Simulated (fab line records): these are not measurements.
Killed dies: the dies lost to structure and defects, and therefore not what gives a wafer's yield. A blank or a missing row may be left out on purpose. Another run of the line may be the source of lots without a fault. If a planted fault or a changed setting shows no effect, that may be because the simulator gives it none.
Matching of chambers    flow n5 finfet    N5_HKMG_FIN_ETCH_55 on rie diel-02 has 4 sister chambers
The step etches SOC in N2/H2, target depth 240 nm, time 300 s. 7 wafers are shown with their chamber, then 9 later ones without.

EACH WAFER AND ITS CHAMBER
wafer   chamber  throttle valve pct (%)  oes product au (a.u.)
L077.3  3        17.83                   0.70
L082.6  0        17.57                   0.88
L084.3  2        17.34                   0.92
L084.6  2        17.35                   0.91
L088.1  1        17.95                   0.71
L088.5  1        17.96                   0.72
L088.6  0        17.61                   0.86

WAFERS MISSING THEIR CHAMBER
wafer   throttle valve pct (%)  oes product au (a.u.)
L089.1  17.61                   0.85
L089.2  17.96                   0.71
L089.6  17.62                   0.84
L093.2  17.63                   0.85
L093.5  17.98                   0.72
L093.6  17.62                   0.85
L097.2  17.38                   0.87
L097.4  17.53                   0.86
L097.5  17.53                   0.86

EACH ONE'S CHAMBER
wafer    from the rows above   in truth
L089.1   0                     0
L089.2   1                     1
L089.6   0                     0
L093.2   0                     0
L093.5   1                     1
L093.6   0                     0
L097.2   2                     2
L097.4   0                     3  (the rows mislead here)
L097.5   0                     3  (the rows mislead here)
Correct placement for 7 of the 9. Left unplaced by these rows: 0. 2 placed wrongly.
How it was worked out, from the rows above alone: a wafer's distance from a chamber is the root of the sum, over the readings, of the square of ((its reading less the chamber's mean) divided by the reading's scatter). If the next closest chamber is less than 2 further off than the closest, the wafer can't be placed; otherwise it belongs to the closest. A chamber's mean is the mean of its shown wafers. The scatter is the square root of a quotient: the sum, over the shown wafers, of each reading's squared deviation from its chamber's mean, divided by wafers minus chambers.
